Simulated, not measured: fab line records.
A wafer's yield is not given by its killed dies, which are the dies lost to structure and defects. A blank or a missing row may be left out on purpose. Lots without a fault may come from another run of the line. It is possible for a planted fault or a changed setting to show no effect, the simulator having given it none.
Problem report, 8D (eight disciplines) form, completed by code ; flow nandHarc ; the parts of the form that need people (team, actions taken, sign-off) are left out

== 1. WHAT WENT WRONG ==
At NHARC_END_SORT_01, killedAtArray averages 454 over 2 wafers from 2 lots, while fault-free wafers read 51, standard deviation 17. That is +24 standard deviations from the usual mean.
The first sign was on wafer L925.5 at day 29 07:03, on prober-01. The record holds 4 wafers of 2 lots with a number at this step. By rule, "out" or "out of limits" means more than 4 standard deviations away from the usual mean. The rest of the wafers with a number are treated as sound.

== 2. WHAT THIS IS AND IS NOT ==
question;is;is not
which readings at this step;killedAtArray, killedDies;killedAtOther, killedAtPeriphery, killedOpen, killedShort
which lots;L925, L926;-
which wafers of those lots;L925.5, L926.5;L925.6, L926.4
read on which gauges;prober-01, prober-02;-
when;from day 29 07:03;"up to then (0 sound wafers); but 2 sound wafers of L925, L926 came after"

== 3. THE SUSPECTS, EACH WITH WHAT RULES IT OUT ==
Counting: a tool at a process step up to the reading stays a suspect if it ran every lot that is out. Sound lots after the first of them don't rule it out here, since some wafers of a struck lot are sound.
- the gauge at NHARC_END_SORT_01 is ruled out. Those wafers that are out were read across 2 gauges (prober-01, prober-02).
- rieDiel-12 at NHARC_A_STAIRCASE_TRIM_226 (chemistry O2, time 211.2 s): kept. It ran every lot that is out, first L925 (day 20 14:38). Its own runLengthS readings are out on those wafers.
- Within rieDiel-12 at NHARC_A_STAIRCASE_TRIM_226: the wafers that are out ran in chambers 1, 3; their sound lot-mates ran in chamber 2.
Remaining after the count: rieDiel-12 at NHARC_A_STAIRCASE_TRIM_226.

== 4. THE CAUSE (what the simulator had put in) ==
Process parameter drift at NHARC_A_STAIRCASE_TRIM_226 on rieDiel-12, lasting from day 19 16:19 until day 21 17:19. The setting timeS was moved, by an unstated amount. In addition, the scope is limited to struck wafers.
Only this tool survived the counting.

== 5. SEQUENCE OF EFFECTS, ordered by route ==
Each row: a reading whose mean over the struck wafers that have a number lies more than 3 standard deviations from the usual. Only readings for which the record gives a usual standard deviation are gone through. hours: the time from each lot's start at the first step in this table that gives one to its start at this step, as a median over the lots. sigmas: the change in usual standard deviations.
hours;step;reading;usual;on struck wafers;change;sigmas
0;NHARC_A_STAIRCASE_TRIM_226;runLengthS;232.36 s;171.64;-60.72;-99 or more
209;NHARC_END_SORT_01;killedAtArray;51;454;+403;+24
209;NHARC_END_SORT_01;killedDies;57;458;+401;+22
It contains these process steps:
- NHARC_A_STAIRCASE_TRIM_226: chemistry O2, time 211.2 s.

== 6. WHAT WOULD HAVE CAUGHT IT SOONER ==
231 hours passed between the start of the fault at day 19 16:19 and the first reading out of limits at a measuring or inspecting step in this record, taken at day 29 07:03.
The tool's own readings at NHARC_A_STAIRCASE_TRIM_226 were out on every struck wafer that the step has a row for (runLengthS): an alarm limit on them would have fired on the first of those.
By day 29 07:03 the whole set of lots that are out, 2 in number, had already begun NHARC_A_STAIRCASE_TRIM_226 on rieDiel-12. Had the tool been put on hold then, not one of them would have been saved.
